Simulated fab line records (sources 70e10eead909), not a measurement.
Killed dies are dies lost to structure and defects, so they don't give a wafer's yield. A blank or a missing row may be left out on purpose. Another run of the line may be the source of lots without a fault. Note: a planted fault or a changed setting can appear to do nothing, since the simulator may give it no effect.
fab line records :: flow nand_harc
record:
  lots: 5
  wafers: 15
  last_day: 24
route steps=1159 shown A_WL_FILL@817 END@1159
lots that met no fault: taken from a fault-free run of the same line
start_h: hours from the record's first day to the start of the lot's first wafer shown :: wait_h: hours since the lot's step before :: " unchanged from the row above :: L1.1+2: a single row standing in for several wafers :: - no value, or no start given :: * or withheld: withheld :: < > ~ a bound
route shown NAME@n: a module of which the file shows steps, and the number in the route of the first :: usual: mean/standard deviation of fault-free wafers :: same: alike in all rows :: chamber/n: place in a boat :: sites: the reading at each site :: _std_site: their standard deviation :: _edge_site: inner sites' mean taken away from outer sites' mean :: radius_mm: how far each site lies from the wafer's centre :: mask NAME#n: copy n :: behind: tool/chamber where the wafer was last shaped :: hold: cause of the lot's hold/its duration in hours/its outcome :: device: which transistor (n, p or np) failed to switch :: end of line: tests run on the same wafers once the route is complete :: a step without rows: its recipe alone :: killed: not the wafer's yield, but the dies lost to structure and defects at the first sort :: map: shows each die of a wafer: x if killed, . if not, _ if none is there
set.NAME: setting as actually run; set.NAME@STEP: the setting as run at that earlier step :: model.NAME: the simulator's own value behind a step, which no gauge read
lots at some steps of the route; a table a step, a row a wafer
services: when a tool's chamber went out of use (start_h, in hours from the record's first day, below 0 if earlier), for how many hours, and the reason
== steps ==
step: NHARC_A_WL_FILL_STRIP_28
recipe:
  time_s: 1200
  temp_c: 72.5
  chemistry: post_etch_residue_remover
step: NHARC_A_WL_FILL_PRECLEAN_06
recipe:
  time_s: 300
  chemistry: DIW
step: NHARC_A_WL_FILL_SRD_07
step: NHARC_A_WL_FILL_ANNEAL_08
recipe:
  temp_c: 450
  time_s: 1800
step: NHARC_A_WL_FILL_ALD_10
recipe:
  target_thk_a: 500
  pulse_time_s: 10
  ald_cycles: 500
  temp_c: 300
  material: SiO2
usual:
  heater_power_w: 490/67
  precursor_pulse_height_rel: 1.001/0.021
lot.wafer: L459.3
tool: ald_hk-03
chamber: 2
start_h: 356.45
wait_h: 0.1
heater_power_w: 414
precursor_pulse_height_rel: 1.046

lot.wafer: L459.1
tool: ald_hk-03
chamber: 3
start_h: 356.45
wait_h: 0.1
heater_power_w: 514
precursor_pulse_height_rel: 1.025

lot.wafer: L459.5
tool: ald_hk-03
chamber: 3
start_h: 359.01
wait_h: 2.6
heater_power_w: 503
precursor_pulse_height_rel: 0.975

lot.wafer: L463.4
tool: ald_hk-03
chamber: 3
start_h: 366.06
wait_h: 1.1
heater_power_w: 507
precursor_pulse_height_rel: 1.001

lot.wafer: L463.1
tool: ald_hk-03
chamber: 0
start_h: 366.06
wait_h: 1.1
heater_power_w: 493
precursor_pulse_height_rel: 0.987

lot.wafer: L463.6
tool: ald_hk-03
chamber: 1
start_h: 366.06
wait_h: 1.1
heater_power_w: 552
precursor_pulse_height_rel: 1.001

lot.wafer: L469.4
tool: ald_hk-04
chamber: 2
start_h: 431.78
wait_h: 2.5
heater_power_w: 519
precursor_pulse_height_rel: 1.014

lot.wafer: L469.2
tool: ald_hk-04
chamber: 1
start_h: 433.31
wait_h: 4.0
heater_power_w: 474
precursor_pulse_height_rel: 0.964

lot.wafer: L469.5
tool: ald_hk-04
chamber: 3
start_h: 434.33
wait_h: 5.0
heater_power_w: 583
precursor_pulse_height_rel: 0.971

lot.wafer: L477.1
tool: ald_hk-03
chamber: 2
start_h: 455.42
wait_h: 0.6
heater_power_w: 422
precursor_pulse_height_rel: 1.035

lot.wafer: L477.5
tool: ald_hk-03
chamber: 1
start_h: 456.96
wait_h: 2.1
heater_power_w: 558
precursor_pulse_height_rel: 1.005

lot.wafer: L477.6
tool: ald_hk-03
chamber: 2
start_h: 456.96
wait_h: 2.1
heater_power_w: 429
precursor_pulse_height_rel: 1.035

lot.wafer: L478.3
tool: ald_hk-03
chamber: 2
start_h: 466.49
wait_h: 0.0
heater_power_w: 428
precursor_pulse_height_rel: 0.978

lot.wafer: L478.2
tool: ald_hk-03
chamber: 3
start_h: 466.49
wait_h: 0.0
heater_power_w: 520
precursor_pulse_height_rel: 1.001

lot.wafer: L478.1
tool: ald_hk-03
chamber: 1
start_h: 468.01
wait_h: 1.6
heater_power_w: 560
precursor_pulse_height_rel: 0.994
step: NHARC_A_WL_FILL_ETCHBACK_16
recipe:
  target_depth_a: 880
  time_s: 17.6
  c4f8_flow_sccm: withheld
  o2_flow_sccm: 8
  ar_flow_sccm: withheld
  rf_w: 600
  bias_w: 800
  chemistry: C4F8/O2/Ar
usual:
  oes_product_au: 0.985/0.029
  rf_vpp_V: 726/3.4
  run_length_s: 38.7/0.49
lot.wafer: L459.3
tool: rie_diel-13
chamber: 0
start_h: -
wait_h: -
oes_product_au: 0.994
rf_hours_counter_h: 2.8
rf_vpp_V: 729
run_length_s: 38.1

lot.wafer: L459.1
tool: rie_diel-13
chamber: 1
start_h: -
wait_h: -
oes_product_au: 1.003
rf_hours_counter_h: 2.9
rf_vpp_V: 720
run_length_s: 39.1

lot.wafer: L459.5
tool: rie_diel-13
chamber: 1
start_h: -
wait_h: -
oes_product_au: 1.010
rf_hours_counter_h: -
rf_vpp_V: 721
run_length_s: 39.4

lot.wafer: L463.1
tool: rie_diel-03
chamber: 2
start_h: -
wait_h: -
oes_product_au: 0.999
rf_hours_counter_h: 8.8
rf_vpp_V: 726
run_length_s: 38.5

lot.wafer: L463.4
tool: rie_diel-03
chamber: 1
start_h: -
wait_h: -
oes_product_au: 0.997
rf_hours_counter_h: 8.8
rf_vpp_V: 727
run_length_s: 39.5

lot.wafer: L463.6
tool: rie_diel-03
chamber: 3
start_h: -
wait_h: -
oes_product_au: 0.993
rf_hours_counter_h: -
rf_vpp_V: 729
run_length_s: 37.8

lot.wafer: L469.2
tool: rie_diel-02
chamber: 2
start_h: -
wait_h: -
oes_product_au: 0.930
rf_hours_counter_h: 2.3
rf_vpp_V: 726
run_length_s: 38.9

lot.wafer: L469.4
tool: rie_diel-02
chamber: 0
start_h: -
wait_h: -
oes_product_au: 0.920
rf_hours_counter_h: 2.3
rf_vpp_V: 722
run_length_s: 39.2

lot.wafer: L469.5
tool: rie_diel-02
chamber: 2
start_h: -
wait_h: -
oes_product_au: 0.924
rf_hours_counter_h: -
rf_vpp_V: 727
run_length_s: 38.7

lot.wafer: L477.1
tool: rie_diel-03
chamber: 2
start_h: -
wait_h: -
oes_product_au: 0.990
rf_hours_counter_h: 3.6
rf_vpp_V: 724
run_length_s: 38.3

lot.wafer: L477.5
tool: rie_diel-03
chamber: 0
start_h: -
wait_h: -
oes_product_au: 1.003
rf_hours_counter_h: -
rf_vpp_V: 721
run_length_s: 37.9

lot.wafer: L477.6
tool: rie_diel-03
chamber: 1
start_h: -
wait_h: -
oes_product_au: 0.996
rf_hours_counter_h: -
rf_vpp_V: 727
run_length_s: 39.0

lot.wafer: L478.2
tool: rie_diel-02
chamber: 1
start_h: -
wait_h: -
oes_product_au: 1.004
rf_hours_counter_h: 3.3
rf_vpp_V: 726
run_length_s: 39.6

lot.wafer: L478.1
tool: rie_diel-02
chamber: 2
start_h: -
wait_h: -
oes_product_au: 1.005
rf_hours_counter_h: 3.2
rf_vpp_V: 726
run_length_s: 38.8

lot.wafer: L478.3
tool: rie_diel-02
chamber: 3
start_h: -
wait_h: -
oes_product_au: 1.002
rf_hours_counter_h: 3.0
rf_vpp_V: 719
run_length_s: 38.3
step: NHARC_A_WL_FILL_STRIP_29
recipe:
  time_s: 20
  o2_flow_sccm: 500
  ar_flow_sccm: 0
  bias_w: 0
  chemistry: O2
usual:
  drypump_motor_current_A: 6.1/0.35
  oes_product_au: 1.000/0.0077
  rf_vpp_V: 58.1/0.81
  showerhead_plenum_p_Torr: 3.63/0.12
  throttle_valve_pct: 17.037/0.0088
lot.wafer: L459.1
tool: rie_diel-13
chamber: 3
start_h: 361.15
wait_h: 0.1
drypump_motor_current_A: 6.1
oes_product_au: 1.010
rf_hours_counter_h: 2.6
rf_vpp_V: 57.4
showerhead_plenum_p_Torr: 3.78
throttle_valve_pct: 17.047

lot.wafer: L459.3
tool: rie_diel-13
chamber: 2
start_h: 361.15
wait_h: 0.1
drypump_motor_current_A: 6.1
oes_product_au: 1.000
rf_hours_counter_h: 2.7
rf_vpp_V: 58.9
showerhead_plenum_p_Torr: 3.70
throttle_valve_pct: 17.050

lot.wafer: L459.5
tool: rie_diel-13
chamber: 0
start_h: 361.15
wait_h: 0.1
drypump_motor_current_A: 6.8
oes_product_au: 0.996
rf_hours_counter_h: -
rf_vpp_V: 58.8
showerhead_plenum_p_Torr: 3.75
throttle_valve_pct: 17.035

lot.wafer: L463.1
tool: rie_diel-03
chamber: 3
start_h: 369.78
wait_h: 0.1
drypump_motor_current_A: 6.0
oes_product_au: 1.009
rf_hours_counter_h: 8.7
rf_vpp_V: 59.4
showerhead_plenum_p_Torr: 3.77
throttle_valve_pct: 17.029

lot.wafer: L463.4
tool: rie_diel-03
chamber: 0
start_h: 369.78
wait_h: 0.1
drypump_motor_current_A: 5.7
oes_product_au: 0.999
rf_hours_counter_h: 7.5
rf_vpp_V: 58.6
showerhead_plenum_p_Torr: 3.51
throttle_valve_pct: 17.041

lot.wafer: L463.6
tool: rie_diel-03
chamber: 2
start_h: 369.78
wait_h: 0.1
drypump_motor_current_A: 6.0
oes_product_au: 1.001
rf_hours_counter_h: -
rf_vpp_V: 58.5
showerhead_plenum_p_Torr: 3.60
throttle_valve_pct: 17.045

lot.wafer: L469.2
tool: rie_diel-02
chamber: 1
start_h: 436.48
wait_h: 0.1
drypump_motor_current_A: 6.1
oes_product_au: 1.008
rf_hours_counter_h: 2.4
rf_vpp_V: 57.8
showerhead_plenum_p_Torr: 3.64
throttle_valve_pct: 17.034

lot.wafer: L469.4
tool: rie_diel-02
chamber: 2
start_h: 436.48
wait_h: 0.1
drypump_motor_current_A: 5.5
oes_product_au: 0.991
rf_hours_counter_h: 2.3
rf_vpp_V: 58.4
showerhead_plenum_p_Torr: 3.64
throttle_valve_pct: 17.041

lot.wafer: L469.5
tool: rie_diel-02
chamber: 2
start_h: 436.48
wait_h: 0.1
drypump_motor_current_A: 5.5
oes_product_au: 1.014
rf_hours_counter_h: -
rf_vpp_V: 57.6
showerhead_plenum_p_Torr: 3.64
throttle_valve_pct: 17.051

lot.wafer: L477.1
tool: rie_diel-03
chamber: 1
start_h: 459.63
wait_h: 0.1
drypump_motor_current_A: 6.2
oes_product_au: 1.001
rf_hours_counter_h: 3.7
rf_vpp_V: 58.4
showerhead_plenum_p_Torr: 3.59
throttle_valve_pct: 17.053

lot.wafer: L477.5
tool: rie_diel-03
chamber: 1
start_h: 459.63
wait_h: 0.1
drypump_motor_current_A: 6.2
oes_product_au: 1.000
rf_hours_counter_h: -
rf_vpp_V: 58.0
showerhead_plenum_p_Torr: 3.59
throttle_valve_pct: 17.030

lot.wafer: L477.6
tool: rie_diel-03
chamber: 2
start_h: 459.63
wait_h: 0.1
drypump_motor_current_A: 6.1
oes_product_au: 0.997
rf_hours_counter_h: -
rf_vpp_V: 58.1
showerhead_plenum_p_Torr: 3.60
throttle_valve_pct: 17.048

lot.wafer: L478.3
tool: rie_diel-02
chamber: 2
start_h: 471.19
wait_h: 0.1
drypump_motor_current_A: 5.5
oes_product_au: 1.003
rf_hours_counter_h: 3.2
rf_vpp_V: 57.6
showerhead_plenum_p_Torr: 3.64
throttle_valve_pct: 17.035

lot.wafer: L478.1
tool: rie_diel-02
chamber: 0
start_h: 471.19
wait_h: 0.1
drypump_motor_current_A: 5.7
oes_product_au: 1.005
rf_hours_counter_h: 3.1
rf_vpp_V: 57.6
showerhead_plenum_p_Torr: 3.50
throttle_valve_pct: 17.027

lot.wafer: L478.2
tool: rie_diel-02
chamber: 1
start_h: 471.19
wait_h: 0.1
drypump_motor_current_A: 6.2
oes_product_au: 1.004
rf_hours_counter_h: 3.3
rf_vpp_V: 57.6
showerhead_plenum_p_Torr: 3.64
throttle_valve_pct: 17.043
step: NHARC_A_WL_FILL_ETCHBACK_17
recipe:
  target_depth_a: 40
  time_s: 26.7
  chemistry: Cl2/BCl3
usual:
  drypump_motor_current_A: 5.8/0.54
  oes_product_au: 1.004/0.0068
  run_length_s: 48.2/0.4
lot.wafer: L459.1
tool: rie_metal-03
chamber: 0
start_h: 361.25
wait_h: -
drypump_motor_current_A: 6.5
oes_product_au: 1.010
rf_hours_counter_h: 1.8
run_length_s: 48.5

lot.wafer: L459.3
tool: rie_metal-03
chamber: 0
start_h: 361.25
wait_h: -
drypump_motor_current_A: 6.5
oes_product_au: 1.016
rf_hours_counter_h: -
run_length_s: 47.8

lot.wafer: L459.5
tool: rie_metal-03
chamber: 0
start_h: 361.25
wait_h: -
drypump_motor_current_A: 6.5
oes_product_au: 1.001
rf_hours_counter_h: -
run_length_s: 47.9

lot.wafer: L463.1
tool: rie_metal-02
chamber: 0
start_h: 369.87
wait_h: -
drypump_motor_current_A: 5.0
oes_product_au: 1.014
rf_hours_counter_h: 4.9
run_length_s: 47.7

lot.wafer: L463.4
tool: rie_metal-02
chamber: 0
start_h: 369.87
wait_h: -
drypump_motor_current_A: 5.0
oes_product_au: 1.012
rf_hours_counter_h: -
run_length_s: 47.4

lot.wafer: L463.6
tool: rie_metal-02
chamber: 0
start_h: 369.87
wait_h: -
drypump_motor_current_A: 5.0
oes_product_au: 1.011
rf_hours_counter_h: -
run_length_s: 47.6

lot.wafer: L469.2
tool: rie_metal-03
chamber: 1
start_h: 436.59
wait_h: -
drypump_motor_current_A: 5.3
oes_product_au: 1.001
rf_hours_counter_h: 4.4
run_length_s: 48.2

lot.wafer: L469.4
tool: rie_metal-03
chamber: 1
start_h: 436.59
wait_h: -
drypump_motor_current_A: 5.3
oes_product_au: 1.002
rf_hours_counter_h: -
run_length_s: 48.0

lot.wafer: L469.5
tool: rie_metal-03
chamber: 1
start_h: 436.59
wait_h: -
drypump_motor_current_A: 5.3
oes_product_au: 1.007
rf_hours_counter_h: -
run_length_s: 48.1

lot.wafer: L477.1
tool: rie_metal-01
chamber: 0
start_h: 459.71
wait_h: -
drypump_motor_current_A: 6.4
oes_product_au: 1.002
rf_hours_counter_h: 3.4
run_length_s: 48.8

lot.wafer: L477.5
tool: rie_metal-01
chamber: 0
start_h: 459.71
wait_h: -
drypump_motor_current_A: 6.4
oes_product_au: 1.000
rf_hours_counter_h: -
run_length_s: 49.4

lot.wafer: L477.6
tool: rie_metal-01
chamber: 1
start_h: 459.71
wait_h: -
drypump_motor_current_A: 5.5
oes_product_au: 0.999
rf_hours_counter_h: -
run_length_s: 48.5

lot.wafer: L478.1
tool: rie_metal-02
chamber: 1
start_h: 471.27
wait_h: -
drypump_motor_current_A: 5.8
oes_product_au: 1.006
rf_hours_counter_h: 2.2
run_length_s: 48.0

lot.wafer: L478.2
tool: rie_metal-02
chamber: 1
start_h: 471.27
wait_h: -
drypump_motor_current_A: 5.8
oes_product_au: 1.005
rf_hours_counter_h: -
run_length_s: 47.9

lot.wafer: L478.3
tool: rie_metal-02
chamber: 1
start_h: 471.27
wait_h: -
drypump_motor_current_A: 5.8
oes_product_au: 1.011
rf_hours_counter_h: -
run_length_s: 48.0
step: NHARC_A_WL_FILL_PRECLEAN_18
recipe:
  time_s: 30
  chemistry: dHF
step: NHARC_A_WL_FILL_SRD_21
step: NHARC_A_WL_FILL_CVD_23
recipe:
  target_thk_a: 400
  temp_c: 620
  pressure_mtorr: 200
  time_s: 800
  material: poly-Si
step: NHARC_A_WL_FILL_ETCHBACK_26
recipe:
  target_depth_a: 520
  time_s: 13.3
  hbr_flow_sccm: 150
  rf_w: 350
  icp_w: 350
  bias_w: 60
  chemistry: HBr
usual:
  drypump_motor_current_A: 5.6/0.56
  oes_product_au: 0.999/0.0067
  run_length_s: 34.4/0.42
  throttle_valve_pct: 23.267/0.009
lot.wafer: L459.1
tool: rie_si-02
chamber: 3
start_h: 366.29
wait_h: 0.4
drypump_motor_current_A: 5.1
oes_product_au: 1.009
rf_hours_counter_h: 1.2
run_length_s: 34.5
throttle_valve_pct: 23.255

lot.wafer: L459.3
tool: rie_si-02
chamber: 2
start_h: 366.29
wait_h: 0.4
drypump_motor_current_A: 6.4
oes_product_au: 1.010
rf_hours_counter_h: 1.0
run_length_s: 35.0
throttle_valve_pct: 23.280

lot.wafer: L459.5
tool: rie_si-02
chamber: 3
start_h: 366.29
wait_h: 0.4
drypump_motor_current_A: 5.1
oes_product_au: 1.011
rf_hours_counter_h: -
run_length_s: 34.5
throttle_valve_pct: 23.265

lot.wafer: L463.4
tool: rie_si-06
chamber: 2
start_h: 375.07
wait_h: 0.4
drypump_motor_current_A: 5.5
oes_product_au: 1.000
rf_hours_counter_h: 0.1
run_length_s: 34.9
throttle_valve_pct: 23.272

lot.wafer: L463.1
tool: rie_si-06
chamber: 3
start_h: 375.07
wait_h: 0.4
drypump_motor_current_A: 5.3
oes_product_au: 0.999
rf_hours_counter_h: 0.1
run_length_s: 33.6
throttle_valve_pct: 23.270

lot.wafer: L463.6
tool: rie_si-06
chamber: 2
start_h: 375.07
wait_h: 0.4
drypump_motor_current_A: 5.5
oes_product_au: 0.994
rf_hours_counter_h: -
run_length_s: 35.1
throttle_valve_pct: 23.271

lot.wafer: L469.2
tool: rie_si-02
chamber: 2
start_h: 440.99
wait_h: 0.4
drypump_motor_current_A: 6.5
oes_product_au: 0.985
rf_hours_counter_h: 0.3
run_length_s: 34.9
throttle_valve_pct: 23.272

lot.wafer: L469.4
tool: rie_si-02
chamber: 0
start_h: 440.99
wait_h: 0.4
drypump_motor_current_A: 6.0
oes_product_au: 0.988
rf_hours_counter_h: 0.2
run_length_s: 34.4
throttle_valve_pct: 23.272

lot.wafer: L469.5
tool: rie_si-02
chamber: 2
start_h: 440.99
wait_h: 0.4
drypump_motor_current_A: 6.5
oes_product_au: 0.990
rf_hours_counter_h: -
run_length_s: 31.5
throttle_valve_pct: 23.269

lot.wafer: L477.1
tool: rie_si-04
chamber: 0
start_h: 465.07
wait_h: 0.4
drypump_motor_current_A: 5.5
oes_product_au: 1.010
rf_hours_counter_h: 0
run_length_s: 34.3
throttle_valve_pct: 23.282

lot.wafer: L477.5
tool: rie_si-04
chamber: 3
start_h: 465.07
wait_h: 0.4
drypump_motor_current_A: 6.5
oes_product_au: 1.000
rf_hours_counter_h: -
run_length_s: 34.6
throttle_valve_pct: 23.273

lot.wafer: L477.6
tool: rie_si-04
chamber: 0
start_h: 465.07
wait_h: 0.4
drypump_motor_current_A: 5.5
oes_product_au: 0.997
rf_hours_counter_h: -
run_length_s: 34.4
throttle_valve_pct: 23.275

lot.wafer: L478.1
tool: rie_si-04
chamber: 1
start_h: 476.57
wait_h: 0.4
drypump_motor_current_A: 4.8
oes_product_au: 1.006
rf_hours_counter_h: 0
run_length_s: 34.1
throttle_valve_pct: 23.278

lot.wafer: L478.3
tool: rie_si-04
chamber: 2
start_h: 476.57
wait_h: 0.4
drypump_motor_current_A: 5.8
oes_product_au: 1.011
rf_hours_counter_h: 0.1
run_length_s: 34.1
throttle_valve_pct: 23.267

lot.wafer: L478.2
tool: rie_si-04
chamber: 3
start_h: 476.57
wait_h: 0.4
drypump_motor_current_A: 6.5
oes_product_au: 1.003
rf_hours_counter_h: 0.1
run_length_s: 34.5
throttle_valve_pct: 23.270
step: NHARC_A_WL_FILL_PRECLEAN_30
recipe:
  time_s: 10
  chemistry: dHF
step: NHARC_END_SORT_01
recipe:
  temp_c: 25
usual:
  killed_at_array: 27/11
  killed_at_other: 0.7/0.93
  killed_at_periphery: 2.9/1.9
  killed_dies: 30/11
  killed_open: 3.1/1.7
  killed_short: 1.9/1.3
same:
  gross_dies: 677
lot.wafer: L459.1
tool: prober-01
chamber: 0
start_h: 444.39
wait_h: 2.5
killed_at_array: 31
killed_at_other: 0
killed_at_periphery: 5
killed_dies: 36
killed_open: 3
killed_short: 0

lot.wafer: L459.3
tool: prober-01
chamber: 0
start_h: 445.99
wait_h: 3.1
killed_at_array: 54
killed_at_other: 0
killed_at_periphery: 5
killed_dies: 59
killed_open: 8
killed_short: 3

lot.wafer: L459.5
tool: prober-01
chamber: 0
start_h: 447.58
wait_h: 3.7
killed_at_array: 38
killed_at_other: 0
killed_at_periphery: 5
killed_dies: 43
killed_open: 1
killed_short: 3

lot.wafer: L469.2
tool: prober-01
chamber: 0
start_h: 523.82
wait_h: 2.8
killed_at_array: 20
killed_at_other: 0
killed_at_periphery: 0
killed_dies: 20
killed_open: 4
killed_short: 2

lot.wafer: L469.4
tool: prober-01
chamber: 0
start_h: 525.44
wait_h: 3.4
killed_at_array: 22
killed_at_other: 0
killed_at_periphery: 2
killed_dies: 24
killed_open: 5
killed_short: 3

lot.wafer: L469.5
tool: prober-01
chamber: 0
start_h: 526.25
wait_h: 3.7
killed_at_array: 23
killed_at_other: 0
killed_at_periphery: 2
killed_dies: 25
killed_open: 3
killed_short: 2
killed by level:class
L459.1 A_CHANNEL_HOLE_D1:chamber_film_flake=15 A_SLIT:chamber_film_flake=8 A_STAIRCASE:chamber_film_flake=7 P_STI:chamber_film_flake=3 P_CONTACT:geometric_particle:open=1 P_M0:geometric_particle:open=1 A_CONTACT:geometric_particle:open=1
L459.3 A_CHANNEL_HOLE_D1:chamber_film_flake=26 A_SLIT:chamber_film_flake=12 A_STAIRCASE:chamber_film_flake=5 A_WL_FILL:geometric_particle:open=2 A_M0:geometric_particle:open=2 P_GATE:chamber_film_flake=2 A_CONTACT:chamber_film_flake=2 P_GATE:geometric_particle:open=1
L459.5 A_CHANNEL_HOLE_D1:chamber_film_flake=17 A_SLIT:chamber_film_flake=11 P_GATE:chamber_film_flake=3 A_STAIRCASE:chamber_film_flake=3 A_CONTACT:chamber_film_flake=3 P_STI:chamber_film_flake=2 A_ONON_D1:geometric_particle:short=1 A_CHANNEL_FILL_D1:geometric_particle:short=1
L469.2 A_CHANNEL_HOLE_D1:chamber_film_flake=5 A_STAIRCASE:chamber_film_flake=4 A_ZERO_WELL:chamber_film_flake=3 A_CONTACT:geometric_particle:open=2 A_CHANNEL_FILL_D1:geometric_particle:short=1 A_WL_FILL:geometric_particle:open=1 A_CONTACT:geometric_particle:short=1 A_BLC:geometric_particle:open=1
L469.4 A_CHANNEL_HOLE_D1:chamber_film_flake=6 A_ZERO_WELL:chamber_film_flake=3 A_STAIRCASE:chamber_film_flake=3 A_CONTACT:chamber_film_flake=3 P_M0:geometric_particle:open=1 A_ONON_D1:geometric_particle:short=1 A_CHANNEL_HOLE_D1:geometric_particle:short=1 A_CHANNEL_FILL_D1:geometric_particle:short=1
L469.5 A_STAIRCASE:chamber_film_flake=9 A_CHANNEL_HOLE_D1:chamber_film_flake=5 A_CHANNEL_FILL_D1:geometric_particle:short=2 P_M1:chamber_film_flake=2 A_ZERO_WELL:chamber_film_flake=2 A_ONON_D1:geometric_particle:open=1 A_CONTACT:geometric_particle:open=1 A_M1:geometric_particle:open=1
== services ==
tool: rie_si-02
chamber: 2
start_h: 335.20
hours: 14.2
kind: repair

tool: rie_metal-03
chamber: 1
start_h: 346.30
hours: 1.0
kind: repair

tool: rie_si-04
chamber: 0
start_h: 355.85
hours: 14.6
kind: repair

tool: rie_metal-03
chamber: -
start_h: 359.36
hours: 0.3
kind: repair

tool: rie_si-06
chamber: -
start_h: 360.00
hours: 9.0
kind: pm

tool: ald_hk-04
chamber: -
start_h: 361.80
hours: 0.9
kind: repair

tool: rie_si-02
chamber: 3
start_h: 379.62
hours: 6.0
kind: repair

tool: rie_metal-02
chamber: -
start_h: 388.00
hours: 9.0
kind: pm

tool: rie_si-02
chamber: -
start_h: 388.07
hours: 9.0
kind: pm

tool: rie_diel-03
chamber: -
start_h: 392.30
hours: 9.0
kind: pm

tool: rie_si-04
chamber: 2
start_h: 394.95
hours: 5.3
kind: repair

tool: rie_si-06
chamber: 1
start_h: 395.93
hours: 1.7
kind: repair

tool: rie_metal-03
chamber: -
start_h: 396.03
hours: 0.2
kind: repair

tool: rie_metal-01
chamber: -
start_h: 396.60
hours: 0.2
kind: repair

tool: rie_metal-01
chamber: 1
start_h: 397.45
hours: 1.2
kind: repair

tool: rie_diel-13
chamber: 1
start_h: 407.02
hours: 9.5
kind: repair

tool: rie_si-02
chamber: -
start_h: 444.62
hours: 0.5
kind: repair

tool: rie_si-04
chamber: 3
start_h: 446.36
hours: 2.8
kind: repair

tool: rie_diel-13
chamber: 1
start_h: 452.23
hours: 32.5
kind: repair

tool: rie_diel-13
chamber: -
start_h: 453.00
hours: 9.0
kind: pm

tool: rie_metal-03
chamber: -
start_h: 453.00
hours: 9.0
kind: pm

tool: rie_si-04
chamber: -
start_h: 453.00
hours: 9.0
kind: pm

tool: rie_metal-02
chamber: 0
start_h: 463.38
hours: 11.6
kind: repair

tool: rie_si-04
chamber: 1
start_h: 464.93
hours: 8.7
kind: repair
== key ==
first_sign:
  step: NHARC_A_WL_FILL_ETCHBACK_26
  reading: run_length_s
  direction: down
  sigmas: 7
  usual: *
  struck: *
effect none on later readings
met_at NHARC_A_WL_FILL_ETCHBACK_26
struck_wafers L469.5
tester_left_out L469
onset_between 366.29 440.99
fault:
  kind: process_parameter_drift
  tool: rie_si-02
  chamber: -
  onset_h: 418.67
  steps: NHARC_A_WL_FILL_ETCHBACK_26
  channel: time_s
  offset: *
  shape: step
  end_h: 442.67
  scope: struck_wafers_only
  acts_in: *
  stated: *
tester_left_out: of these lots the tester's yield and bins aren't shown, on N5 and GAA mostly nor the transistor test; their killed dies are dies lost to structure and defects alone, not to doping, threshold or leakage, so they don't give the yield
